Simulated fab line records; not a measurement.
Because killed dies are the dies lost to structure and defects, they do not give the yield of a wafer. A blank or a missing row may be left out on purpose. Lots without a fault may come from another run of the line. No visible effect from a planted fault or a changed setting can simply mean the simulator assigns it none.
Matching of chambers :: flow n5Finfet :: N5_BEOL_M8_CURE_74 on uvCure-03: 3 sister chambers
The step cures SiCOH lowk, time 240 s. 3 wafers are shown with their chamber, then 8 later ones without.

WAFERS, EACH WITH ITS CHAMBER
wafer: L077.6
chamber: 2
wafer_temp_C_max: 387.1

wafer: L078.6
chamber: 0
wafer_temp_C_max: 386.8

wafer: L094.3
chamber: 1
wafer_temp_C_max: 386.8

WAFERS MISSING THEIR CHAMBER
wafer: L094.4
wafer_temp_C_max: 386.5

wafer: L094.6
wafer_temp_C_max: 386.9

wafer: L095.1
wafer_temp_C_max: 385.8

wafer: L095.3
wafer_temp_C_max: 386.2

wafer: L095.4
wafer_temp_C_max: 386.4

wafer: L095.2
wafer_temp_C_max: 385.7

wafer: L095.5
wafer_temp_C_max: 386.3

wafer: L095.6
wafer_temp_C_max: 386.4

EACH ONE'S CHAMBER
wafer: L094.4
from the rows above: can't be placed: 0 or 1 or 2
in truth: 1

wafer: L094.6
from the rows above: can't be placed: 0 or 1 or 2
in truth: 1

wafer: L095.1
from the rows above: can't be placed: 0 or 1 or 2
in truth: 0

wafer: L095.3
from the rows above: can't be placed: 0 or 1 or 2
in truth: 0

wafer: L095.4
from the rows above: can't be placed: 0 or 1 or 2
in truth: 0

wafer: L095.2
from the rows above: can't be placed: 0 or 1 or 2
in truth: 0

wafer: L095.5
from the rows above: can't be placed: 0 or 1 or 2
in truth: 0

wafer: L095.6
from the rows above: can't be placed: 0 or 1 or 2
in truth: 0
Correct placement for 0 of the 8. Can't be placed from these rows: 8 (the true chamber is among the candidates in 8). Wrongly placed: 0.
How it was worked out, from the rows above alone: a wafer's distance from a chamber is the root of the sum, over the readings, of the square of ((its reading less the chamber's mean) divided by the reading's scatter). The wafer belongs to the nearest chamber; if the next one is less than 2 further off, it can't be placed. Each chamber's mean is taken over the wafers shown for it. The scatter: root of mean squared gap, hidden wafer to nearest shown wafer, with one shown wafer a chamber.
